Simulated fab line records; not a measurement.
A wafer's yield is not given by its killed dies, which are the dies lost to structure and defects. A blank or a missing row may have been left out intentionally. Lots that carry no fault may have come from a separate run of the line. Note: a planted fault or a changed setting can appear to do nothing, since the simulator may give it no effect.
Matching of chambers + flow n5 finfet + N5_HKMG_FIN_STRIP_89 on rie diel-02: 4 sister chambers
The step strips SOC in N2/H2, time 20 s. 4 wafers are shown with their chamber, then 10 later ones without.

== EACH WAFER AND ITS CHAMBER ==
| wafer  | chamber | drypump motor current A (A) |
|--------|---------|-----------------------------|
| L087.1 | 3       | 6.8                         |
| L087.3 | 0       | 5.3                         |
| L088.3 | 1       | 5.6                         |
| L088.4 | 2       | 6.5                         |

== WAFERS WHOSE CHAMBER IS MISSING ==
| wafer  | drypump motor current A (A) |
|--------|-----------------------------|
| L088.5 | 5.3                         |
| L094.1 | 6.8                         |
| L094.4 | 6.5                         |
| L094.6 | 5.3                         |
| L095.1 | 5.7                         |
| L095.4 | 6.8                         |
| L095.6 | 6.5                         |
| L097.3 | 5.6                         |
| L097.4 | 6.8                         |
| L097.6 | 6.8                         |

== THE CHAMBER EACH PASSED THROUGH ==
| wafer  | from the rows above | in truth |
|--------|---------------------|----------|
| L088.5 | 0                   | 0        |
| L094.1 | 3                   | 3        |
| L094.4 | 2                   | 2        |
| L094.6 | 0                   | 0        |
| L095.1 | 1                   | 1        |
| L095.4 | 3                   | 3        |
| L095.6 | 2                   | 2        |
| L097.3 | 1                   | 1        |
| L097.4 | 3                   | 3        |
| L097.6 | 3                   | 3        |
Placed correctly: 10 of 10. Number that these rows cannot place: 0. 0 placed wrongly.
How it was worked out, from the rows above alone: a wafer's distance from a chamber is the root of the sum, over the readings, of the square of ((its reading less the chamber's mean) divided by the reading's scatter). If the next closest chamber is less than 2 further off than the closest, the wafer can't be placed; otherwise it belongs to the closest. Each chamber's mean is taken over the wafers shown for it. The scatter (one wafer shown for each chamber): square how far every hidden wafer sits from the nearest shown wafer, average those squares and take the square root.
